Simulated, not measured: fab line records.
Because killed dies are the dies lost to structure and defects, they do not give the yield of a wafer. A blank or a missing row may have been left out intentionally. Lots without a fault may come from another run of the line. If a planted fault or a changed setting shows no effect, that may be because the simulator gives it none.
The tool behind it: which one? + flow nand harc + 12 lots, 36 wafers sampled, at 6 steps of a route of 1302

WHAT THE GAUGES READ, wafer by wafer
NHARC_A_M0_INSPECT_11.
| lot  | measured     | on                | raw defect count |
|------|--------------|-------------------|------------------|
| L075 | day 22 23:29 | defect inspect-02 | 123 165 148      |
| L076 | day 23 18:44 | defect inspect-02 | 74 73 72         |
| L079 | day 24 10:54 | defect inspect-02 | 124 133 137      |
| L081 | day 25 07:09 | defect inspect-01 | 87 66 71         |
| L083 | day 26 08:44 | defect inspect-01 | 143 126 138      |
| L085 | day 27 10:10 | defect inspect-01 | 103 117 123      |
| L087 | day 27 23:33 | defect inspect-01 | 77 84 66         |
| L088 | day 29 02:07 | defect inspect-01 | 151 146 157      |
| L090 | day 30 03:46 | defect inspect-02 | 99 120 121       |
| L095 | day 30 21:57 | defect inspect-01 | 38 40 35         |
| L093 | day 31 02:43 | defect inspect-01 | 86 105 74        |
| L097 | day 32 08:51 | defect inspect-01 | 29 30 25         |

WHICH TOOL RAN EACH LOT (tool, then ch and the chambers of the sampled wafers, then the start)
| lot  | NHARC_A_CONTACT_ETCH_127             | NHARC_A_CONTACT_ETCH_89                       | NHARC_A_CONTACT_ETCH_135             | NHARC_A_BLC_DESCUM_15              | NHARC_A_BLC_ETCH_17                           |
|------|--------------------------------------|-----------------------------------------------|--------------------------------------|------------------------------------|-----------------------------------------------|
| L075 | har cap etch-02 ch 1, day 22 04:59   | rie diel-01 ch 2,3, day 22 14:47 or earlier   | har cap etch-02 ch 0,1, day 22 14:47 | rie diel-12 ch 0,1,2, day 22 19:37 | rie diel-12 ch 0,1,3, day 22 23:29 or earlier |
| L076 | har cap etch-01 ch 0,1, day 23 02:00 | rie diel-10 ch 0,1,3, day 23 09:45 or earlier | har cap etch-02 ch 0,1, day 23 09:45 | rie diel-05 ch 0,2,3, day 23 14:45 | rie diel-05 ch 0,1,2, day 23 18:44 or earlier |
| L079 | har cap etch-03 ch 0,1, day 23 17:41 | rie diel-10 ch 0,3, day 24 01:26 or earlier   | har cap etch-03 ch 0,1, day 24 01:26 | rie diel-12 ch 0,2, day 24 06:43   | rie diel-12 ch 0,2, day 24 10:54 or earlier   |
| L081 | har cap etch-02 ch 0, day 24 12:26   | rie diel-03 ch 0,1, day 24 22:22 or earlier   | har cap etch-02 ch 0,1, day 24 22:22 | rie diel-13 ch 0,2, day 25 03:10   | rie diel-13 ch 1,2, day 25 07:09 or earlier   |
| L083 | har cap etch-01 ch 0,1, day 25 16:47 | rie diel-01 ch 1,2, day 25 23:53 or earlier   | har cap etch-02 ch 0,1, day 25 23:53 | rie diel-12 ch 0,1,3, day 26 04:47 | rie diel-12 ch 0,1,3, day 26 08:44 or earlier |
| L085 | har cap etch-01 ch 0, day 26 15:04   | rie diel-01 ch 0,2, day 27 01:10 or earlier   | har cap etch-02 ch 1, day 27 01:10   | rie diel-13 ch 2,3, day 27 06:12   | rie diel-13 ch 0,2,3, day 27 10:10 or earlier |
| L087 | har cap etch-01 ch 0,1, day 27 07:38 | rie diel-10 ch 0,1,3, day 27 14:38 or earlier | har cap etch-03 ch 0,1, day 27 14:38 | rie diel-13 ch 0,3, day 27 19:40   | rie diel-13 ch 0,1,3, day 27 23:33 or earlier |
| L088 | har cap etch-01 ch 0,1, day 28 07:50 | rie diel-03 ch 0,2,3, day 28 17:23 or earlier | har cap etch-01 ch 0,1, day 28 17:23 | rie diel-12 ch 0,2,3, day 28 22:13 | rie diel-12 ch 0,2,3, day 29 02:07 or earlier |
| L090 | har cap etch-02 ch 0,1, day 29 04:54 | rie diel-10 ch 0,1,3, day 29 18:20 or earlier | har cap etch-01 ch 0,1, day 29 18:20 | rie diel-12 ch 2,3, day 29 23:21   | rie diel-12 ch 1,3, day 30 03:46 or earlier   |
| L095 | har cap etch-02 ch 0,1, day 30 04:18 | rie diel-01 ch 0,2, day 30 12:43 or earlier   | har cap etch-01 ch 0,1, day 30 12:43 | rie diel-12 ch 2,3, day 30 17:57   | rie diel-12 ch 1,3, day 30 21:57 or earlier   |
| L093 | har cap etch-02 ch 0,1, day 30 10:22 | rie diel-03 ch 1,2, day 30 17:38 or earlier   | har cap etch-02 ch 0,1, day 30 17:38 | rie diel-12 ch 1,2,3, day 30 22:47 | rie diel-12 ch 1,2,3, day 31 02:43 or earlier |
| L097 | har cap etch-03 ch 0,1, day 31 12:14 | rie diel-10 ch 0,2,3, day 31 23:51 or earlier | har cap etch-01 ch 0,1, day 31 23:51 | rie diel-12 ch 0,1,2, day 32 04:52 | rie diel-12 ch 1,2,3, day 32 08:51 or earlier |
- NHARC_A_CONTACT_ETCH_127: etches the open film in C4F8/O2/Ar, time 197 s, target depth 1918 nm.
- NHARC_A_CONTACT_ETCH_89: etches the open film in N2/H2, target depth 260 nm, time 475.3 s.
- NHARC_A_CONTACT_ETCH_135: etches the open film in C4F8/O2/Ar, time 311 s, target depth 1912 nm.
- NHARC_A_BLC_DESCUM_15: chemistry O2, time 3 s.
- NHARC_A_BLC_ETCH_17: etches the open film in N2/H2, target depth 390 nm, time 609.38 s.

THE ANSWER, worked out from the rows above alone
Rule: what is usual is taken from the lots themselves. Put in order of their means at a reading, lots are off if they are a third of the lots or fewer, leave a main group of 4 or more, and stand apart from it by a gap of 3 or more times the standard deviation of the main group's means; of several such gaps the widest counts. A main group whose means are all the same, to the digits that the tables above print for the reading, isn't used. A lot without any number at a reading at which 4 lots or more have one is off too. Where the step has rows for the other lots, those lots are counted as sound.
Nothing can be told from this: no lot is off at any reading shown.

WHAT HAD BEEN PUT IN BY THE SIMULATOR
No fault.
